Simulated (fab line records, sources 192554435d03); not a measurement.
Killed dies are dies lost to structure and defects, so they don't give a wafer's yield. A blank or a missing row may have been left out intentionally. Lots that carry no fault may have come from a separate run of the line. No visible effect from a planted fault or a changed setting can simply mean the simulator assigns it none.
Split-lot trial ; flow n5-finfet ; route with 1938 steps; 7 lots, 21 wafers read

## ON THE SPLIT
At N5_BEOL_M1_COAT_05 (resist thk 30 nm), the setting spin-rpm was moved away from the recipe's 1500 rpm on 5 of the 21 wafers read, by -11.1% to +6.2%. The other wafers ran this setting at the recipe's value.

Reading taken at the split's own step.

## THE READING
CAR-EUV_of_BEOL_M1_COAT_05.thk-nm (the simulator's own value, which no gauge read), in nm, at N5_BEOL_M1_COAT_05 (resist thk 30 nm). The file does not state a usual value for it. The 16 wafers here that ran the recipe average 30.0 nm, standard deviation 0.048 nm.

wafer;tool, chamber at the split;spin-rpm as run, rpm;against the recipe;CAR-EUV_of_BEOL_M1_COAT_05.thk-nm, nm;against lot-mates on the recipe
L075.2;litho-track-01, 0;1500;recipe;30;-
L075.5;litho-track-01, 0;1500;recipe;30;-
L075.3;litho-track-01, 0;1500;recipe;29.8;-
L076.2;litho-track-01, 0;1383;-7.8%;31.2;+1.2
L076.3;litho-track-01, 0;1383;-7.8%;31.2;+1.2
L076.6;litho-track-01, 0;1500;recipe;30;-
L080.2;litho-track-01, 0;1500;recipe;30;-
L080.3;litho-track-01, 0;1500;recipe;30;-
L080.5;litho-track-01, 0;1500;recipe;30;-
L082.3;litho-track-04, 0;1500;recipe;30;-
L082.4;litho-track-04, 0;1500;recipe;30;-
L082.6;litho-track-04, 0;1500;recipe;30;-
L085.2;litho-track-04, 0;1500;recipe;30;-
L085.3;litho-track-04, 0;1500;recipe;30;-
L085.4;litho-track-04, 0;1593;+6.2%;29;-1.0
L086.1;litho-track-04, 0;1500;recipe;30;-
L086.4;litho-track-04, 0;1500;recipe;30;-
L086.5;litho-track-04, 0;1500;recipe;30;-
L096.1;litho-track-01, 0;1500;recipe;30;-
L096.4;litho-track-01, 0;1334;-11.1%;32;+2.0
L096.6;litho-track-01, 0;1334;-11.1%;32;+2.0

THE FIT
A straight line over all 21 wafers: CAR-EUV_of_BEOL_M1_COAT_05.thk-nm changes by -0.172 nm for each +1% of spin-rpm; r = -1.00; the points scatter about the line by 0.073 nm.
The same after taking each lot's own level away (the mean of its wafers on the recipe; 21 wafers): -0.171 nm for each +1%; r = -1.00; scatter 0.069 nm.
According to that fit, moving spin-rpm by its largest amount changes the reading by 1.9 nm.
Measured against the standard deviation above, the lots' own levels, which go from 29.93 to 30.00 nm, span 1.4 times it.
Consequently the slope shifts little with the lot-to-lot level, the two slopes agreeing.
Check: +1.84 nm against its lot-mates is what the line predicts for one of the wafers moved furthest among these (-11.1%) when that wafer is left out of the fit. It came out at +2 nm against them.

## FURTHER SPLITS ON THESE WAFERS
Before the reading, these wafers also passed through other splits. Each is held against what the fit with the lots' levels taken away leaves over:
other split on the same wafers;wafers away from the commonest value;r with CAR-EUV_of_BEOL_M1_COAT_05.thk-nm (lot level and that fit taken away)
N5_SDB_COAT_05 spin-rpm;7;-0.09
N5_HKMG_FIN_COAT_42 spin-rpm;7;+0.14
N5_HKMG_FIN_ETCH_35 source-w;8;+0.32
N5_HKMG_FIN_ETCH_86 target-depth-a;11;-0.10
N5_MOL_CONTACT_COAG_ETCH_105 bias-w;8;-0.11
N5_MOL_CONTACT_COAG_CONTACT_ETCH_14 source-w;7;-0.32
N5_MOL_CONTACT_COAG_EXPOSE_81 dose-mj;8;-0.50
N5_MOL_CONTACT_COAG_ETCH_67 source-w;9;+0.22
N5_MOL_CONTACT_COAG_VIA_ETCH_117 bias-w;7;+0.04
N5_BEOL_M0_ETCH_138 source-w;7;-0.12

## FILE'S OWN FIT
CAR-EUV_of_BEOL_M1_COAT_05.thk-nm changes by -0.17 nm for each +1% of spin-rpm, r = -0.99.
